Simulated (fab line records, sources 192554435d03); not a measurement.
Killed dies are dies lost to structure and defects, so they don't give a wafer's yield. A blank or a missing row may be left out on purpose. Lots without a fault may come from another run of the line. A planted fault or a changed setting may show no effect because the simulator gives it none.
Which tool did it? | flow n5_finfet | 9 lots, 27 wafers sampled, at 5 steps of a route of 1938

WHAT THE GAUGES READ, wafer by wafer
N5_BEOL_M4_OVL_MEAS_29. Usual: V3_OVL 0.5 nm, standard deviation 0.66.
lot  | measured     | on         | V3_OVL (nm)  | flag
L107 | day 7 22:40  | overlay-01 | 0.5 0.6 -0.2 |
L109 | day 8 20:05  | overlay-02 | 0.6 0.5 -0.2 |
L116 | day 10 16:26 | overlay-01 | 1.0 1.5 0.2  |
L117 | day 10 16:52 | overlay-02 | 0.1 0.4 1.5  |
L119 | day 10 23:44 | overlay-01 | 1.2 1.3 1.3  |
L120 | day 11 05:07 | overlay-02 | -0.3 0.3 1.0 |
L118 | day 11 07:15 | overlay-02 | 0.3 1.1 0.2  |
L121 | day 11 12:10 | overlay-01 | 0.3 0.8 1.2  |
L128 | day 13 05:50 | overlay-02 | 0.2 0.3 0.5  |

N5_BEOL_M4_RC_MEAS_101. Usual: DIBL_N 37.0 mV/V, standard deviation 1.7; DIBL_P 36.7 mV/V, standard deviation 2; IOFF_N 0.17 nA/um, standard deviation 0.035; IOFF_P 0.22 nA/um, standard deviation 0.035; ION_N 672 uA/um, standard deviation 12; ION_P 461 uA/um, standard deviation 7.5; SS_N 71.6 mV/dec, standard deviation 0.67; SS_P 73.4 mV/dec, standard deviation 0.64; VT_N 250 mV, standard deviation 3.5; VT_P -250 mV, standard deviation 3.5.
lot  | measured     | on        | DIBL_N (mV/V)  | DIBL_P (mV/V)  | IOFF_N (nA/um) | IOFF_P (nA/um) | ION_N (uA/um) | ION_P (uA/um) | SS_N (mV/dec)  | SS_P (mV/dec)  | VT_N (mV)   | VT_P (mV)      | flag
L107 | day 8 08:05  | prober-01 | 38.7 37.0 35.7 | 41.7 39.1 36.9 | 0.22 0.16 0.14 | 0.27 0.20 0.18 | 674 664 645   | 463 454 445   | 72.6 73.0 72.5 | 75.0 73.4 73.1 | 248 254 256 | -248 -251 -253 |
L109 | day 9 00:58  | prober-01 | 37.8 36.9 35.3 | 36.6 35.6 33.9 | 0.17 0.15 0.12 | 0.21 0.19 0.18 | 675 657 650   | 459 451 447   | 71.3 71.4 70.9 | 73.5 73.4 72.8 | 247 247 252 | -249 -249 -250 |
L116 | day 10 21:25 | prober-01 | 36.9 35.7 39.5 | 36.1 34.7 39.5 | 0.18 0.16 0.24 | 0.26 0.23 0.33 | 687 680 693   | 471 470 475   | 71.7 70.2 72.4 | 72.8 73.1 73.8 | 245 247 243 | -244 -245 -242 |
L117 | day 10 23:34 | prober-01 | 38.1 38.0 37.0 | 36.7 37.2 35.0 | 0.16 0.17 0.14 | 0.22 0.25 0.20 | 683 678 661   | 467 467 458   | 71.8 71.3 70.8 | 74.0 73.6 72.6 | 250 249 254 | -252 -245 -253 |
L119 | day 11 07:40 | prober-02 | 34.9 34.1 34.5 | 35.6 33.8 35.1 | 0.14 0.11 0.13 | 0.21 0.17 0.20 | 669 648 661   | 461 449 462   | 70.5 70.7 70.4 | 73.5 73.0 73.3 | 251 256 252 | -250 -253 -249 |
L120 | day 11 10:03 | prober-02 | 37.9 37.5 35.4 | 37.6 37.4 35.6 | 0.20 0.17 0.14 | 0.24 0.24 0.21 | 662 668 665   | 461 462 464   | 72.1 71.8 71.1 | 73.2 73.2 73.1 | 247 249 251 | -247 -250 -249 |
L118 | day 11 13:06 | prober-01 | 34.3 31.9 33.6 | 34.0 31.3 33.3 | 0.12 0.09 0.11 | 0.17 0.13 0.16 | 666 649 664   | 456 452 456   | 70.6 69.8 70.4 | 72.4 71.8 72.3 | 254 256 254 | -257 -259 -257 |
L121 | day 11 17:05 | prober-02 | 36.5 37.1 41.1 | 36.5 36.3 40.7 | 0.17 0.16 0.27 | 0.24 0.23 0.32 | 683 679 688   | 469 467 470   | 71.2 70.8 72.2 | 73.5 72.1 74.2 | 249 248 241 | -243 -248 -242 |
L128 | day 13 12:05 | prober-02 | 37.0 35.9 39.1 | 35.8 34.6 38.2 | 0.15 0.13 0.19 | 0.21 0.19 0.25 | 680 658 690   | 467 460 470   | 71.1 70.7 72.1 | 73.7 72.8 73.5 | 250 251 246 | -247 -250 -248 |

WHICH TOOL RAN EACH LOT (tool, then ch and the chambers of the sampled wafers, then the start)
lot  | N5_BEOL_M4_DESCUM_16               | N5_BEOL_M4_ETCH_63                 | N5_BEOL_M4_COAT_22
L107 | rie_diel-01 ch 0,3, day 7 21:43    | rie_diel-01 ch 0,3, day 7 21:46    | litho_track-05 ch 0, day 7 22:14
L109 | rie_diel-01 ch 0,3, day 8 19:10    | rie_diel-01 ch 0,3, day 8 19:13    | litho_track-01 ch 0, day 8 19:46
L116 | rie_diel-05 ch 0,1,2, day 10 15:31 | rie_diel-05 ch 0,1,2, day 10 15:34 | litho_track-01 ch 0, day 10 16:00
L117 | rie_diel-03 ch 2,3, day 10 15:56   | rie_diel-03 ch 2,3, day 10 15:59   | litho_track-01 ch 0, day 10 16:25
L119 | rie_diel-05 ch 0,1,3, day 10 22:57 | rie_diel-05 ch 0,1,3, day 10 23:00 | litho_track-01 ch 0, day 10 23:25
L120 | rie_diel-03 ch 1,2,3, day 11 04:12 | rie_diel-03 ch 1,2,3, day 11 04:15 | litho_track-05 ch 0, day 11 04:41
L118 | rie_diel-01 ch 0,2, day 11 06:28   | rie_diel-01 ch 0,2, day 11 06:31   | litho_track-01 ch 0, day 11 06:57
L121 | rie_diel-03 ch 1,2,3, day 11 11:13 | rie_diel-03 ch 1,2,3, day 11 11:16 | litho_track-01 ch 0, day 11 11:44
L128 | rie_diel-03 ch 1,2, day 13 04:53   | rie_diel-03 ch 1,2, day 13 04:57   | litho_track-04 ch 0, day 13 05:23
- N5_BEOL_M4_DESCUM_16: chemistry O2, time 7 s.
- N5_BEOL_M4_ETCH_63: etches SiARC in CF4, target depth 15.6 nm, time 26 s.
- N5_BEOL_M4_COAT_22: resist thk 30 nm.

WHAT THE TOOLS THEMSELVES READ (means of the sampled wafers that have a number; where no wafer has one, the mark that the record gives instead)
N5_BEOL_M4_DESCUM_16. Usual: bias_power_w 20.00 W, standard deviation 0.063; drypump_motor_current_A 5.7 A, standard deviation 0.44; oes_product_au 0.79 a.u., standard deviation 0.098; rf_vpp_V 244.0 V, standard deviation 1.1; showerhead_plenum_p_Torr 2.15 Torr, standard deviation 0.038; throttle_valve_pct 20.34 %, standard deviation 0.15.
lot  | tool        | bias_power_w (W) | drypump_motor_current_A (A) | oes_product_au (a.u.) | rf_vpp_V (V) | showerhead_plenum_p_Torr (Torr) | throttle_valve_pct (%) | flag
L107 | rie_diel-01 | 20.09            | 6.3                         | 0.74                  | 244.4        | 2.17                            | 20.31                  |
L109 | rie_diel-01 | 19.97            | 6.3                         | 0.73                  | 243.7        | 2.15                            | 20.29                  |
L116 | rie_diel-05 | 20.02            | 5.8                         | 0.79                  | 243.6        | 2.12                            | 20.15                  |
L117 | rie_diel-03 | 20.01            | 5.3                         | 0.67                  | 244.2        | 2.16                            | 20.36                  |
L119 | rie_diel-05 | 20.02            | 5.7                         | 0.81                  | 243.8        | 2.10                            | 20.24                  |
L120 | rie_diel-03 | 20.01            | 5.3                         | 0.73                  | 244.3        | 2.15                            | 20.43                  |
L118 | rie_diel-01 | 20.02            | 5.6                         | 0.84                  | 244.8        | 2.16                            | 20.53                  |
L121 | rie_diel-03 | 20.00            | 5.3                         | 0.73                  | 244.4        | 2.15                            | 20.43                  |
L128 | rie_diel-03 | 19.97            | 5.3                         | 0.86                  | 243.6        | 2.14                            | 20.33                  |

N5_BEOL_M4_ETCH_63. Usual: drypump_motor_current_A 5.7 A, standard deviation 0.44; etch_rf_on_time_s 26.2 s, standard deviation 0.55; oes_product_au 0.68 a.u., standard deviation 0.083; rf_vpp_V 184.8 V, standard deviation 0.91; showerhead_plenum_p_Torr 2.20 Torr, standard deviation 0.038; throttle_valve_pct 15.53 %, standard deviation 0.13.
lot  | tool        | drypump_motor_current_A (A) | etch_rf_on_time_s (s) | oes_product_au (a.u.) | rf_vpp_V (V) | showerhead_plenum_p_Torr (Torr) | throttle_valve_pct (%) | flag
L107 | rie_diel-01 | 6.4                         | 26.1                  | 0.62                  | 184.5        | 2.22                            | 15.60                  |
L109 | rie_diel-01 | 6.3                         | 26.0                  | 0.62                  | 185.1        | 2.21                            | 15.68                  |
L116 | rie_diel-05 | 5.8                         | 25.9                  | 0.68                  | 184.6        | 2.17                            | 15.40                  |
L117 | rie_diel-03 | 5.3                         | 26.3                  | 0.58                  | 185.1        | 2.20                            | 15.55                  |
L119 | rie_diel-05 | 5.7                         | 25.8                  | 0.69                  | 184.3        | 2.14                            | 15.41                  |
L120 | rie_diel-03 | 5.3                         | 26.5                  | 0.62                  | 183.8        | 2.19                            | 15.59                  |
L118 | rie_diel-01 | 5.6                         | 26.1                  | 0.71                  | 184.3        | 2.19                            | 15.61                  |
L121 | rie_diel-03 | 5.3                         | 26.5                  | 0.62                  | 185.0        | 2.19                            | 15.59                  |
L128 | rie_diel-03 | 5.3                         | 26.4                  | 0.73                  | 184.3        | 2.18                            | 15.44                  |

N5_BEOL_M4_COAT_22. Usual: spin_speed_rpm 1500.0 rpm, standard deviation 0.9.
lot  | tool           | spin_speed_rpm (rpm) | flag
L107 | litho_track-05 | 1500.0               |
L109 | litho_track-01 | 1500.1               |
L116 | litho_track-01 | 1499.3               |
L117 | litho_track-01 | 1627.3               | OFF
L119 | litho_track-01 | 1628.6               | OFF
L120 | litho_track-05 | 1499.5               |
L118 | litho_track-01 | 1629.0               | OFF
L121 | litho_track-01 | 1629.6               | OFF
L128 | litho_track-04 | 1500.1               |

THE ANSWER, worked out from the rows above alone
Rule: a lot is off if the mean of its wafers that have a number lies more than 3 standard deviations from the usual mean. A lot without any number at a reading at which 4 lots or more have one is off too. The other lots that the step has rows for count as sound. The gauges are gone through in route order, then the tools' own readings, and for those a lot's mean is taken as printed above. The first step at which some lot is off is used, and at that step the reading that is off furthest; a lot without a number counts as furthest.
Off: L117, L119, L118, L121, at N5_BEOL_M4_COAT_22 (spin_speed_rpm).
A tool fits if, at that step or a process step before it, it ran every lot that is off, and no sound lot after the first of them. One fits: litho_track-01 at N5_BEOL_M4_COAT_22. Its last sound lot is L116 (day 10 16:00), its first lot that is off L117 (day 10 16:25): a fault that began between those two fits.
The tool's own readings at N5_BEOL_M4_COAT_22 bear it out: on the lots that are off they differ by more than 5 times the standard deviation of the sound lots' means. spin_speed_rpm reads 1628.6 rpm there against 1499.8 rpm on the sound lots.

WHAT THE SIMULATOR HAD PUT IN
Process parameter drift: litho_track-01, from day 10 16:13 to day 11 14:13, at N5_BEOL_M4_COAT_22. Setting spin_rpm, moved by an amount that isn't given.
Lots struck among those shown: L117, L119, L118, L121. The rule above found the same.
